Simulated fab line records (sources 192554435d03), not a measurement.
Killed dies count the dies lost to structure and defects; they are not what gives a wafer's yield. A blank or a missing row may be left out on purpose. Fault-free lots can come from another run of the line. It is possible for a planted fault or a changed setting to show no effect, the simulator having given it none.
fab line records	flow n5-finfet
record: lots: 24	wafers: 72	last-day: 22
route steps=1938 shown BEOL_M1@835 BEOL_M2@860
lots untouched by any fault: they come from a run of this same line in which no faults occurred
start-h: start of the lot's first displayed wafer, in hours after the record's first day	wait-h: how many hours have passed since the lot's step before this one	" repeats the value in the row above	L1.1+2: a single row standing in for several wafers	- no value, or no start was given	* or withheld: withheld	< > ~ a bound
route shown NAME@n: a module of which the file shows steps, and the number in the route of the first	usual: mean/standard deviation taken from wafers without a fault	same: alike in all rows	chamber/n: place in a boat	sites: each site's reading	_std_site: how widely they spread, as a standard deviation	_edge_site: the outer-site mean with the inner-site mean subtracted	radius-mm: how far each site lies from the wafer's centre	mask NAME#n: copy n	behind: the tool/chamber that last shaped the wafer	hold: why the lot went on hold/how many hours it stayed there/how the hold came to an end	device: whichever transistor did not switch (one of n, p or np)	end of line: the route-end tests of the same wafers	step lacking rows: just its recipe	killed: count of dies lost to structure and defects at first sort (not the wafer's yield)	map: a wafer's dies, marking killed ones x, the rest . and places with no die _
set.NAME: the setting that was run; set.NAME@STEP: the one run at that earlier step	model.NAME: the simulator's own value behind a step, which no gauge read
steps of the route over a sample of lots; a table a step, a row a wafer
services: from which hour (start-h, from the record's first day; less than 0 if before it) a tool's chamber was out of use, for how many hours, and why
== steps ==
step: N5_BEOL_M1_PRE_CLEAN_60
recipe: gas: NH3/H2	time-s: 15	temp-c: *	rf-power-w: 300
usual: heater-power-w: 94/17	susceptor-temp-C: *
lot.wafer	tool	chamber	start-h	wait-h	heater-power-w	susceptor-temp-C
L074.1	cvd-co-01	0	139.01	0.0	96	*
L074.3	"	1	"	"	71	*
L074.5	"	1	"	"	72	*
L075.2	cvd-co-01	1	139.95	0.0	71	*
L075.4	"	1	"	"	71	*
L075.5	"	0	"	"	95	*
L076.4	cvd-co-01	0	159.29	0.1	99	*
L076.5	"	2	"	"	90	*
L076.6	"	1	"	"	72	*
L077.1	cvd-co-02	0	162.26	0.0	113	*
L077.4	"	0	"	"	110	*
L077.6	"	2	"	"	116	*
L078.4	cvd-co-02	1	165.39	0.1	74	*
L078.5	"	0	"	"	112	*
L078.6	"	2	"	"	119	*
L079.1	cvd-co-02	0	178.55	0.0	112	*
L079.3	"	1	"	"	75	*
L079.4	"	2	"	"	117	*
L080.3	cvd-co-01	2	182.13	0.0	94	*
L080.4	"	2	"	"	94	*
L080.5	"	0	"	"	100	*
L081.1	cvd-co-02	0	184.23	0.0	113	*
L081.2	"	2	"	"	115	*
L081.4	"	1	"	"	73	*
L082.1	cvd-co-02	1	191.20	0.0	75	*
L082.3	"	2	"	"	115	*
L082.6	"	1	"	"	77	*
L083.2	cvd-co-02	0	196.03	0.0	114	*
L083.3	"	2	"	"	117	*
L083.4	"	0	"	"	113	*
L084.4	cvd-co-01	2	198.09	0.1	91	*
L084.5	"	1	"	"	72	*
L084.6	"	0	"	"	98	*
L085.1	cvd-co-02	1	199.97	0.0	78	*
L085.2	"	2	"	"	119	*
L085.6	"	2	"	"	116	*
L086.3	cvd-co-01	0	203.41	0.0	98	*
L086.5	"	2	"	"	92	*
L086.6	"	1	"	"	71	*
L087.2	cvd-co-01	0	211.61	0.0	97	*
L087.4	"	2	"	"	91	*
L087.6	"	1	"	"	72	*
L088.2	cvd-co-01	0	214.41	0.0	96	*
L088.5	"	2	"	"	94	*
L088.6	"	0	"	"	99	*
L090.3	cvd-co-01	2	226.13	0.0	92	*
L090.5	"	0	"	"	98	*
L090.6	"	2	"	"	92	*
L089.1	cvd-co-02	2	235.21	0.0	115	*
L089.2	"	0	"	"	113	*
L089.3	"	1	"	"	76	*
L091.1	cvd-co-01	1	239.47	0.0	72	*
L091.2	"	0	"	"	99	*
L091.3	"	2	"	"	91	*
L092.1	cvd-co-02	0	247.86	0.0	112	*
L092.2	"	1	"	"	77	*
L092.5	"	2	"	"	115	*
L094.1	cvd-co-01	2	247.90	0.0	91	*
L094.5	"	0	"	"	100	*
L094.6	"	1	"	"	72	*
L093.1	cvd-co-02	0	258.39	0.0	114	*
L093.4	"	1	"	"	78	*
L093.5	"	1	"	"	76	*
L095.4	cvd-co-01	2	260.25	0.1	93	*
L095.5	"	1	"	"	73	*
L095.6	"	0	"	"	98	*
L096.3	cvd-co-02	2	271.81	0.0	115	*
L096.4	"	2	"	"	117	*
L096.6	"	1	"	"	77	*
L097.3	cvd-co-02	2	300.32	0.0	120	*
L097.4	"	0	"	"	112	*
L097.5	"	2	"	"	115	*
step: N5_BEOL_M1_CO_CAP_55
recipe: material: Co	target-thk-a: 20	temp-c: 200	precursor: CCTBA/H2	pressure-torr: 30	time-s: 102.1
usual: heater-power-w: 247/22	susceptor-temp-C: 200.02/0.16
lot.wafer	tool	chamber	start-h	wait-h	heater-power-w	susceptor-temp-C
L074.1	cvd-co-01	0	139.07	0.0	256	199.98
L074.3	"	1	"	"	221	199.93
L074.5	"	1	"	"	217	200.09
L075.2	cvd-co-01	1	140.01	0.0	219	199.89
L075.4	"	1	"	"	217	199.82
L075.5	"	0	"	"	253	200.00
L076.4	cvd-co-01	0	159.34	0.0	255	200.14
L076.5	"	2	"	"	243	200.16
L076.6	"	1	"	"	215	200.19
L077.1	cvd-co-02	0	162.30	0.0	268	199.98
L077.4	"	0	"	"	269	199.97
L077.6	"	2	"	"	279	200.08
L078.4	cvd-co-02	1	165.44	0.0	220	200.25
L078.5	"	0	"	"	268	199.74
L078.6	"	2	"	"	281	200.21
L079.1	cvd-co-02	0	178.59	0.0	274	199.69
L079.3	"	1	"	"	224	199.47
L079.4	"	2	"	"	272	200.06
L080.3	cvd-co-01	2	182.17	0.0	249	200.16
L080.4	"	2	"	"	242	200.16
L080.5	"	0	"	"	254	199.90
L081.1	cvd-co-02	0	184.27	0.0	267	199.81
L081.2	"	2	"	"	276	200.04
L081.4	"	1	"	"	226	200.21
L082.1	cvd-co-02	1	191.24	0.0	226	200.01
L082.3	"	2	"	"	280	199.89
L082.6	"	1	"	"	223	200.12
L083.2	cvd-co-02	0	196.07	0.0	274	200.12
L083.3	"	2	"	"	277	199.81
L083.4	"	0	"	"	278	199.66
L084.4	cvd-co-01	2	198.15	0.0	248	200.13
L084.5	"	1	"	"	220	199.92
L084.6	"	0	"	"	254	200.02
L085.1	cvd-co-02	1	200.03	0.0	222	200.15
L085.2	"	2	"	"	275	200.00
L085.6	"	2	"	"	274	199.99
L086.3	cvd-co-01	0	203.45	0.0	250	200.13
L086.5	"	2	"	"	242	200.27
L086.6	"	1	"	"	224	200.39
L087.2	cvd-co-01	0	211.65	0.0	255	200.00
L087.4	"	2	"	"	251	199.88
L087.6	"	1	"	"	214	200.19
L088.2	cvd-co-01	0	214.45	0.0	257	200.24
L088.5	"	2	"	"	243	200.02
L088.6	"	0	"	"	256	200.15
L090.3	cvd-co-01	2	226.17	0.0	243	199.87
L090.5	"	0	"	"	246	200.06
L090.6	"	2	"	"	245	199.87
L089.1	cvd-co-02	2	235.25	0.0	273	199.91
L089.2	"	0	"	"	280	199.95
L089.3	"	1	"	"	225	199.93
L091.1	cvd-co-01	1	239.51	0.0	221	200.12
L091.2	"	0	"	"	253	199.99
L091.3	"	2	"	"	245	200.03
L092.1	cvd-co-02	0	247.90	0.0	265	200.09
L092.2	"	1	"	"	229	199.87
L092.5	"	2	"	"	280	200.02
L094.1	cvd-co-01	2	247.94	0.0	241	200.09
L094.5	"	0	"	"	262	200.05
L094.6	"	1	"	"	221	200.00
L093.1	cvd-co-02	0	258.45	0.0	265	200.22
L093.4	"	1	"	"	224	200.05
L093.5	"	1	"	"	230	200.24
L095.4	cvd-co-01	2	260.30	0.0	243	200.08
L095.5	"	1	"	"	222	199.82
L095.6	"	0	"	"	253	199.65
L096.3	cvd-co-02	2	271.85	0.0	281	200.15
L096.4	"	2	"	"	272	199.96
L096.6	"	1	"	"	225	200.14
L097.3	cvd-co-02	2	300.36	0.0	269	199.81
L097.4	"	0	"	"	270	199.69
L097.5	"	2	"	"	283	200.00
step: N5_BEOL_M2_ETCH_64
recipe: chemistry: N2/H2	target: SOC	target-depth-a: 750	overetch-a: 225	mask-material: SiARC	temp-c: 40	time-s: 121.9	ion-energy-ev: 200	pressure-mtorr: 30	source-w: 840	bias-w: 150	n2-flow-sccm: 200	h2-flow-sccm: 200
usual: drypump-motor-current-A: 5.8/0.44	oes-product-au: 0.60/0.07	rf-vpp-V: 525.0/2.6	showerhead-plenum-p-Torr: 2.59/0.092	throttle-valve-pct: 17.90/0.15
lot.wafer	tool	chamber	start-h	wait-h	drypump-motor-current-A	oes-product-au	rf-hours-counter-h	rf-vpp-V	showerhead-plenum-p-Torr	throttle-valve-pct
L074.1	rie-diel-02	0	140.87	0.0	5.6	0.55	182	519.5	2.43	17.73
L074.3	"	2	"	"	5.7	0.62	83	526.8	2.69	17.97
L074.5	"	2	"	"	5.7	0.62	-	527.7	2.69	17.99
L075.2	rie-diel-02	3	143.00	0.0	5.6	0.60	132	521.4	2.45	17.97
L075.4	"	2	"	"	5.7	0.61	84	527.9	2.69	17.96
L075.5	"	0	"	"	5.6	0.55	-	519.7	2.43	17.72
L076.4	rie-diel-02	2	160.90	0.0	5.7	0.61	91	526.6	2.68	17.99
L076.5	"	1	"	"	5.7	0.56	-	525.3	2.64	17.79
L076.6	"	2	"	"	5.7	0.61	-	527.3	2.68	17.99
L077.1	rie-diel-04	1	165.78	0.0	5.6	0.68	35	522.9	2.49	17.94
L077.4	"	3	"	"	5.1	0.54	-	524.9	2.61	18.11
L077.6	"	1	"	"	5.6	0.68	-	522.0	2.49	17.92
L078.4	rie-diel-04	2	166.82	0.1	5.2	0.54	-	523.4	2.51	17.82
L078.5	"	3	"	"	5.1	0.53	-	525.6	2.61	18.11
L078.6	"	1	"	"	5.6	0.68	-	522.4	2.49	17.93
L079.1	rie-diel-04	2	180.48	0.0	5.2	0.53	212	522.6	2.51	17.83
L079.3	"	1	"	"	5.6	0.68	43	521.2	2.48	17.93
L079.4	"	0	"	"	6.1	0.75	1	528.4	2.72	17.64
L080.3	rie-diel-02	0	184.86	0.0	5.6	0.56	195	520.3	2.42	17.74
L080.4	"	1	"	"	5.8	0.56	169	525.3	2.64	17.80
L080.5	"	1	"	"	5.8	0.56	-	527.7	2.64	17.81
L081.1	rie-diel-04	3	185.87	0.0	5.2	0.53	238	526.1	2.61	18.14
L081.2	"	0	"	"	6.1	0.74	3	528.4	2.72	17.66
L081.4	"	2	"	"	5.2	0.54	214	523.4	2.50	17.84
L082.1	rie-diel-02	2	193.05	0.0	5.7	0.61	103	527.2	2.68	18.00
L082.3	"	0	"	"	5.6	0.54	198	519.1	2.42	17.75
L082.6	"	2	"	"	5.7	0.60	-	527.0	2.68	18.00
L083.2	rie-diel-05	3	198.56	0.0	6.6	0.54	198	526.2	2.62	17.92
L083.3	"	1	"	"	5.4	0.72	7	527.0	2.73	17.67
L083.4	"	2	"	"	5.8	0.53	230	526.0	2.61	18.16
L084.4	rie-diel-05	1	199.74	0.0	5.4	0.72	8	529.2	2.73	17.70
L084.5	"	3	"	"	6.5	0.54	-	525.8	2.62	17.92
L084.6	"	0	"	"	6.3	0.68	-	525.0	2.61	17.86
L085.1	rie-diel-05	1	201.17	0.0	5.4	0.71	8	527.4	2.73	17.69
L085.2	"	3	"	"	6.7	0.54	199	526.6	2.62	17.89
L085.6	"	0	"	"	6.3	0.69	-	525.4	2.61	17.87
L086.3	rie-diel-05	1	205.05	0.0	5.4	0.71	9	529.6	2.73	17.68
L086.5	"	0	"	"	6.3	0.69	-	525.3	2.61	17.85
L086.6	"	3	"	"	6.6	0.53	-	525.3	2.62	17.92
L087.2	rie-diel-05	0	213.54	0.0	6.3	0.68	29	525.8	2.60	17.87
L087.4	"	3	"	"	6.6	0.54	203	526.7	2.62	17.92
L087.6	"	2	"	"	5.8	0.52	-	525.3	2.61	18.17
L088.2	rie-diel-05	2	216.75	0.0	5.8	0.53	236	526.0	2.61	18.15
L088.5	"	1	"	"	5.4	0.70	-	528.9	2.72	17.70
L088.6	"	2	"	"	5.7	0.53	-	526.1	2.61	18.16
L090.3	rie-diel-05	3	227.33	0.0	6.7	0.53	208	524.8	2.62	17.95
L090.5	"	0	"	"	6.3	0.67	-	523.8	2.60	17.88
L090.6	"	1	"	"	5.4	0.69	-	530.3	2.72	17.72
L089.1	rie-diel-05	2	239.53	0.0	5.8	0.52	245	525.8	2.60	18.18
L089.2	"	0	"	"	6.3	0.67	38	526.9	2.60	17.89
L089.3	"	1	"	"	5.4	0.69	22	528.6	2.72	17.71
L091.1	rie-diel-05	1	240.89	0.0	5.4	0.69	23	528.4	2.72	17.71
L091.2	"	2	"	"	5.8	0.52	246	525.6	2.60	18.18
L091.3	"	3	"	"	6.6	0.53	213	524.7	2.62	17.94
L092.1	rie-diel-05	3	250.00	0.0	6.6	0.53	214	527.1	2.62	17.93
L092.2	"	2	"	"	5.8	0.53	247	526.1	2.60	18.17
L092.5	"	2	"	"	5.8	0.53	-	525.5	2.60	18.18
L094.1	rie-diel-02	2	250.27	0.0	5.7	0.59	120	526.1	2.67	18.02
L094.5	"	0	"	"	5.6	0.53	-	518.9	2.41	17.79
L094.6	"	3	"	"	5.7	0.57	-	519.9	2.43	18.03
L093.1	rie-diel-04	3	259.66	0.0	5.1	0.72	10	525.4	2.60	17.73
L093.4	"	0	"	"	6.1	0.68	31	528.6	2.71	17.71
L093.5	"	2	"	"	5.1	0.52	-	522.4	2.49	17.87
L095.4	rie-diel-05	2	261.39	0.0	5.8	0.52	250	524.8	2.60	18.18
L095.5	"	3	"	"	6.6	0.53	-	525.5	2.61	17.95
L095.6	"	2	"	"	5.8	0.51	-	525.9	2.60	18.19
L096.3	rie-diel-02	3	275.11	0.0	5.6	0.57	177	520.3	2.43	18.05
L096.4	"	0	"	"	5.6	0.53	223	520.9	2.41	17.78
L096.6	"	2	"	"	5.6	0.59	-	526.0	2.67	18.05
L097.3	rie-diel-04	1	301.54	0.0	5.6	0.63	85	523.0	2.46	18.01
L097.4	"	3	"	"	5.1	0.71	-	526.0	2.59	17.72
L097.5	"	1	"	"	5.6	0.64	-	520.8	2.47	18.00
step: N5_BEOL_M2_CD_MEAS_35
recipe: target-cd-nm: 18	target-cd-y-nm: 22.2	polarity: opening
usual: cd-nm: 18.0/0.31
lot.wafer	tool	chamber	start-h	wait-h	cd-nm
L074.1	cd-sem-01	-	151.10	0.0	18.0
L074.3	"	-	"	"	17.7
L074.5	"	-	"	"	17.8
L075.2	cd-sem-01	-	155.60	0.0	18.0
L075.4	"	-	"	"	17.5
L075.5	"	-	"	"	17.7
L076.4	cd-sem-02	-	170.13	0.0	17.8
L076.5	"	-	"	"	18.2
L076.6	"	-	"	"	18.4
L077.1	cd-sem-02	-	170.25	0.0	18.0
L077.4	"	-	"	"	18.6
L077.6	"	-	"	"	18.5
L078.4	cd-sem-01	-	175.56	0.0	17.7
L078.5	"	-	"	"	18.2
L078.6	"	-	"	"	17.9
L079.1	cd-sem-03	-	183.97	0.0	18.0
L079.3	"	-	"	"	18.3
L079.4	"	-	"	"	18.0
L080.3	cd-sem-03	-	192.54	0.0	18.1
L080.4	"	-	"	"	18.1
L080.5	"	-	"	"	18.0
L081.1	cd-sem-01	-	199.17	0.0	17.6
L081.2	"	-	"	"	17.9
L081.4	"	-	"	"	17.5
L082.1	cd-sem-03	-	206.85	0.0	18.0
L082.3	"	-	"	"	17.8
L082.6	"	-	"	"	18.1
L083.2	cd-sem-03	-	241.15	0.0	18.2
L083.3	"	-	"	"	18.2
L083.4	"	-	"	"	18.4
L084.4	cd-sem-01	-	241.20	0.0	18.3
L084.5	"	-	"	"	18.5
L084.6	"	-	"	"	18.4
L085.1	cd-sem-01	-	253.14	0.0	18.1
L085.2	"	-	"	"	18.4
L085.6	"	-	"	"	17.9
L086.3	cd-sem-03	-	268.76	0.0	17.8
L086.5	"	-	"	"	17.2
L086.6	"	-	"	"	17.8
L087.2	cd-sem-03	-	280.61	0.0	17.6
L087.4	"	-	"	"	17.9
L087.6	"	-	"	"	18.3
L088.2	cd-sem-01	-	282.34	0.0	18.4
L088.5	"	-	"	"	17.9
L088.6	"	-	"	"	18.1
L091.1	cd-sem-01	-	283.26	0.0	18.3
L091.2	"	-	"	"	18.4
L091.3	"	-	"	"	18.4
L090.3	cd-sem-01	-	288.68	0.0	18.3
L090.5	"	-	"	"	17.6
L090.6	"	-	"	"	18.3
L092.1	cd-sem-01	-	291.98	0.0	18.4
L092.2	"	-	"	"	17.9
L092.5	"	-	"	"	18.3
L089.1	cd-sem-02	-	292.14	0.0	17.7
L089.2	"	-	"	"	17.9
L089.3	"	-	"	"	17.5
L094.1	cd-sem-01	-	295.09	0.0	18.2
L094.5	"	-	"	"	17.5
L094.6	"	-	"	"	17.2
L093.1	cd-sem-03	-	303.36	0.0	18.2
L093.4	"	-	"	"	18.0
L093.5	"	-	"	"	18.2
L095.4	cd-sem-02	-	303.44	0.0	18.2
L095.5	"	-	"	"	18.2
L095.6	"	-	"	"	18.6
L096.3	cd-sem-01	-	314.07	0.0	17.9
L096.4	"	-	"	"	18.1
L096.6	"	-	"	"	17.9
L097.3	cd-sem-01	-	323.26	0.0	17.6
L097.4	"	-	"	"	17.7
L097.5	"	-	"	"	18.2
step: N5_BEOL_M2_DEGAS_44
recipe: ambient: vacuum	temp-c: 250	time-s: 60
usual: heater-power-w: 320/29	susceptor-temp-C: 250.00/0.18
lot.wafer	tool	chamber	start-h	wait-h	heater-power-w	susceptor-temp-C
L074.1	pvd-sputter-03	-	151.59	0.5	366	250.22
L074.3	"	-	"	"	288	249.65
L074.5	"	-	"	"	291	250.01
L075.2	pvd-sputter-02	-	155.78	0.2	345	250.14
L075.4	"	-	"	"	371	249.96
L075.5	"	-	"	"	365	249.93
L076.4	pvd-sputter-02	-	170.24	0.1	377	249.94
L076.5	"	-	"	"	319	250.36
L076.6	"	-	"	"	299	250.19
L077.1	pvd-sputter-01	-	170.41	0.2	334	250.07
L077.4	"	-	"	"	340	250.18
L077.6	"	-	"	"	291	249.84
L078.4	pvd-sputter-02	-	175.80	0.2	372	250.02
L078.5	"	-	"	"	376	249.94
L078.6	"	-	"	"	343	249.93
L079.1	pvd-sputter-02	-	184.47	0.5	310	249.63
L079.3	"	-	"	"	350	249.98
L079.4	"	-	"	"	293	249.98
L080.3	pvd-sputter-01	-	192.75	0.2	285	250.12
L080.4	"	-	"	"	323	249.97
L080.5	"	-	"	"	286	250.02
L081.1	pvd-sputter-01	-	199.77	0.6	326	249.86
L081.2	"	-	"	"	293	250.18
L081.4	"	-	"	"	327	249.83
L082.1	pvd-sputter-03	-	207.39	0.5	362	250.50
L082.3	"	-	"	"	323	249.95
L082.6	"	-	"	"	313	250.09
L083.2	pvd-sputter-02	-	241.19	0.0	292	250.06
L083.3	"	-	"	"	309	249.79
L083.4	"	-	"	"	351	249.88
L084.4	pvd-sputter-02	-	241.27	0.1	312	249.84
L084.5	"	-	"	"	356	250.04
L084.6	"	-	"	"	290	249.67
L085.1	pvd-sputter-02	-	253.18	0.0	310	250.18
L085.2	"	-	"	"	354	250.01
L085.6	"	-	"	"	350	250.16
L086.3	pvd-sputter-01	-	268.80	0.0	333	249.99
L086.5	"	-	"	"	333	249.89
L086.6	"	-	"	"	290	250.29
L087.2	pvd-sputter-01	-	280.92	0.3	287	250.13
L087.4	"	-	"	"	330	250.15
L087.6	"	-	"	"	328	250.12
L088.2	pvd-sputter-02	-	282.72	0.4	314	249.95
L088.5	"	-	"	"	373	249.75
L088.6	"	-	"	"	304	250.12
L091.1	pvd-sputter-02	-	283.30	0.0	317	249.96
L091.2	"	-	"	"	371	250.26
L091.3	"	-	"	"	292	249.56
L090.3	pvd-sputter-01	-	288.72	0.0	327	249.97
L090.5	"	-	"	"	292	250.25
L090.6	"	-	"	"	339	249.41
L092.1	pvd-sputter-01	-	292.03	0.0	286	249.96
L092.2	"	-	"	"	320	250.18
L092.5	"	-	"	"	333	249.91
L089.1	pvd-sputter-01	-	292.18	0.0	290	250.09
L089.2	"	-	"	"	288	250.25
L089.3	"	-	"	"	340	249.78
L094.1	pvd-sputter-01	-	295.13	0.0	319	250.18
L094.5	"	-	"	"	322	250.18
L094.6	"	-	"	"	286	249.88
L093.1	pvd-sputter-01	-	303.40	0.0	287	249.86
L093.4	"	-	"	"	331	249.96
L093.5	"	-	"	"	337	249.87
L095.4	pvd-sputter-01	-	303.56	0.1	336	249.85
L095.5	"	-	"	"	292	249.92
L095.6	"	-	"	"	326	249.93
L096.3	pvd-sputter-01	-	314.33	0.3	282	250.25
L096.4	"	-	"	"	328	249.85
L096.6	"	-	"	"	282	249.70
L097.3	pvd-sputter-01	-	323.44	0.2	332	249.97
L097.4	"	-	"	"	289	249.76
L097.5	"	-	"	"	335	250.01
step: N5_BEOL_M2_SPUTTER_81
recipe: material: Cu	target-thk-a: 45	temp-c: -20	chamber-pressure-pa: 0.07	power-w: withheld	time-s: 8.29
usual: susceptor-temp-C: -20.01/0.1	throttle-valve-pct: 29.6/1
lot.wafer	tool	chamber	start-h	wait-h	susceptor-temp-C	throttle-valve-pct
L074.1	pvd-sputter-03	-	153.82	0.1	-19.97	28.0
L074.3	"	-	"	"	-19.96	29.4
L074.5	"	-	"	"	-20.14	29.3
L075.2	pvd-sputter-01	-	157.56	0.1	-19.94	28.5
L075.4	"	-	"	"	-20.06	29.8
L075.5	"	-	"	"	-20.09	29.6
L076.4	pvd-sputter-02	-	171.24	0.1	-19.86	30.8
L076.5	"	-	"	"	-19.89	31.1
L076.6	"	-	"	"	-20.12	28.8
L077.1	pvd-sputter-01	-	171.79	0.1	-20.06	30.0
L077.4	"	-	"	"	-19.88	28.8
L077.6	"	-	"	"	-19.97	30.3
L078.4	pvd-sputter-01	-	176.98	0.1	-20.15	29.5
L078.5	"	-	"	"	-20.10	28.4
L078.6	"	-	"	"	-19.89	31.4
L079.1	pvd-sputter-03	-	185.61	0.1	-20.07	28.4
L079.3	"	-	"	"	-19.93	28.7
L079.4	"	-	"	"	-20.17	29.1
L080.3	pvd-sputter-02	-	195.51	0.1	-19.95	30.4
L080.4	"	-	"	"	-19.91	28.4
L080.5	"	-	"	"	-19.96	30.0
L081.1	pvd-sputter-01	-	201.11	0.1	-20.04	29.3
L081.2	"	-	"	"	-20.17	29.9
L081.4	"	-	"	"	-19.96	31.4
L083.2	pvd-sputter-02	-	242.17	0.1	-19.97	28.6
L083.3	"	-	"	"	-19.86	30.8
L083.4	"	-	"	"	-20.07	28.4
L084.4	pvd-sputter-01	-	242.37	0.1	-20.12	29.9
L084.5	"	-	"	"	-20.03	29.4
L084.6	"	-	"	"	-20.04	31.6
L085.1	pvd-sputter-01	-	254.18	0.1	-19.78	30.3
L085.2	"	-	"	"	-20.07	31.4
L085.6	"	-	"	"	-19.75	31.5
L086.3	pvd-sputter-01	-	269.82	0.1	-19.98	29.3
L086.5	"	-	"	"	-19.94	29.9
L086.6	"	-	"	"	-19.91	28.6
L087.2	pvd-sputter-01	-	281.91	0.1	-20.08	29.3
L087.4	"	-	"	"	-20.14	28.4
L087.6	"	-	"	"	-19.94	29.4
L088.2	pvd-sputter-01	-	283.79	0.1	-19.84	30.1
L088.5	"	-	"	"	-19.90	29.9
L088.6	"	-	"	"	-19.91	28.6
L091.1	pvd-sputter-02	-	284.37	0.1	-20.01	31.2
L091.2	"	-	"	"	-19.78	30.1
L091.3	"	-	"	"	-20.07	28.9
L090.3	pvd-sputter-01	-	290.10	0.1	-20.25	31.3
L090.5	"	-	"	"	-20.16	31.3
L090.6	"	-	"	"	-19.90	28.6
L092.1	pvd-sputter-01	-	293.08	0.1	-20.18	31.4
L092.2	"	-	"	"	-19.95	28.6
L092.5	"	-	"	"	-19.97	29.6
L089.1	pvd-sputter-02	-	294.90	0.1	-20.00	28.4
L089.2	"	-	"	"	-20.15	28.7
L089.3	"	-	"	"	-20.05	31.0
L094.1	pvd-sputter-01	-	296.28	0.1	-20.04	29.9
L094.5	"	-	"	"	-19.93	30.1
L094.6	"	-	"	"	-19.97	28.4
L093.1	pvd-sputter-01	-	304.39	0.1	-20.13	29.5
L093.4	"	-	"	"	-19.98	28.6
L093.5	"	-	"	"	-20.12	31.4
L095.4	pvd-sputter-02	-	304.61	0.1	-19.90	30.9
L095.5	"	-	"	"	-20.12	30.4
L095.6	"	-	"	"	-20.00	28.9
L096.3	pvd-sputter-01	-	317.23	0.1	-20.09	31.2
L096.4	"	-	"	"	-20.02	30.0
L096.6	"	-	"	"	-19.94	31.4
L082.1	pvd-sputter-03	-	317.84	108.7	-19.81	29.3
L082.3	"	-	"	"	-20.10	28.8
L082.6	"	-	"	"	-20.04	29.0
L097.3	pvd-sputter-01	-	324.56	0.1	-19.99	29.5
L097.4	"	-	"	"	-19.88	30.1
L097.5	"	-	"	"	-20.08	29.9
== services ==
tool	chamber	start-h	hours	kind
pvd-sputter-03	-	118.46	0.5	repair
rie-diel-05	1	126.71	2.8	repair
pvd-sputter-01	-	138.92	4.7	repair
rie-diel-05	2	144.20	3.8	repair
rie-diel-04	0	157.01	-	clean
rie-diel-04	0	157.01	-	consumable-replace:focus-ring
rie-diel-04	0	157.01	-	consumable-replace:showerhead
rie-diel-04	0	157.01	20.0	scheduled-down
rie-diel-04	0	157.01	20.0	vent-cycle
rie-diel-05	1	157.39	-	clean
rie-diel-05	1	157.39	-	consumable-replace:focus-ring
rie-diel-05	1	157.39	-	consumable-replace:showerhead
cvd-co-01	-	159.65	2.8	pm
pvd-sputter-02	-	163.68	5.1	repair
cvd-co-01	-	167.18	8.9	repair
rie-diel-05	-	172.97	2.8	pm
cvd-co-02	2	218.39	6.0	repair
rie-diel-02	-	238.40	0.2	repair
rie-diel-02	0	251.28	2.0	repair
cvd-co-02	2	254.09	5.8	repair
rie-diel-05	2	261.55	-	clean
rie-diel-05	2	261.55	-	consumable-replace:focus-ring
cvd-co-02	-	264.61	6.9	pm
pvd-sputter-03	-	273.75	1.9	repair
== key ==
fault none
